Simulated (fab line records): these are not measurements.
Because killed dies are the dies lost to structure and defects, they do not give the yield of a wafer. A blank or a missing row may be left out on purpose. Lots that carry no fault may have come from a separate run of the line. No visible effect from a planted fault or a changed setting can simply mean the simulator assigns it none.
Chamber matching	flow nandHarc	rieDiel-11 running NHARC_A_CONTACT_ETCH_106: 4 sister chambers
The step etches the open film in CF4/O2, target depth 90 nm, overetch 9 nm, time 49.5 s. 14 wafers are shown with their chamber, then 7 later ones without.

WAFERS PAIRED WITH THEIR CHAMBERS
wafer	chamber	drypumpMotorCurrentA (A)	oesProductAu (a.u.)	rfVppV (V)
L081.1	3	6.0	1.034	196.7
L081.2	0	5.6	0.992	199.1
L081.5	0	5.6	0.993	198.7
L085.3	1	5.4	0.988	199.2
L085.4	3	6.0	1.013	197.9
L085.5	1	5.4	0.999	199.0
L086.3	1	5.5	0.984	200.0
L086.5	2	6.1	0.996	198.7
L086.6	1	5.5	0.998	199.9
L090.3	0	5.6	0.987	198.2
L090.5	0	5.6	0.994	199.9
L090.6	1	5.5	0.998	199.9
L089.2	1	5.4	0.989	200.5
L089.4	2	6.2	1.001	200.7

SIGNATURES, as means of the wafers listed above
reading	chamber 0	chamber 1	chamber 2	chamber 3	scatter within a chamber
drypumpMotorCurrentA	5.600	5.450	6.150	6.000	0.0447
oesProductAu	0.99150	0.99267	0.99850	1.02350	0.00685
rfVppV	198.975	199.750	199.700	197.300	0.762
Rule: for a wafer and a chamber, the distance is found by dividing, reading by reading, the gap between the wafer's reading and the chamber's mean by the reading's scatter, squaring, summing and taking the root. If the next closest chamber is less than 2 further off than the closest, the wafer can't be placed; otherwise it belongs to the closest. The scatter: take each reading less its chamber's mean, square it, sum over the shown wafers, divide by the number of wafers less the number of chambers, and take the root.

WAFERS MISSING THEIR CHAMBER
wafer	drypumpMotorCurrentA (A)	oesProductAu (a.u.)	rfVppV (V)
L089.5	5.4	0.985	199.9
L095.1	5.6	0.979	198.4
L095.2	6.2	0.991	199.3
L095.5	5.6	0.979	198.6
L097.1	5.4	0.981	199.6
L097.3	5.6	0.989	198.8
L097.5	5.4	0.979	198.4

THE CHAMBER EACH PASSED THROUGH
wafer	from the rows above	in truth
L089.5	1	1
L095.1	0	0
L095.2	2	2
L095.5	0	0
L097.1	1	1
L097.3	0	0
L097.5	can't be placed: 1 or 0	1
Correct placement for 6 of the 7. These rows do not allow placing 1 (true chamber among the candidates in 1). Number placed wrongly: 0.
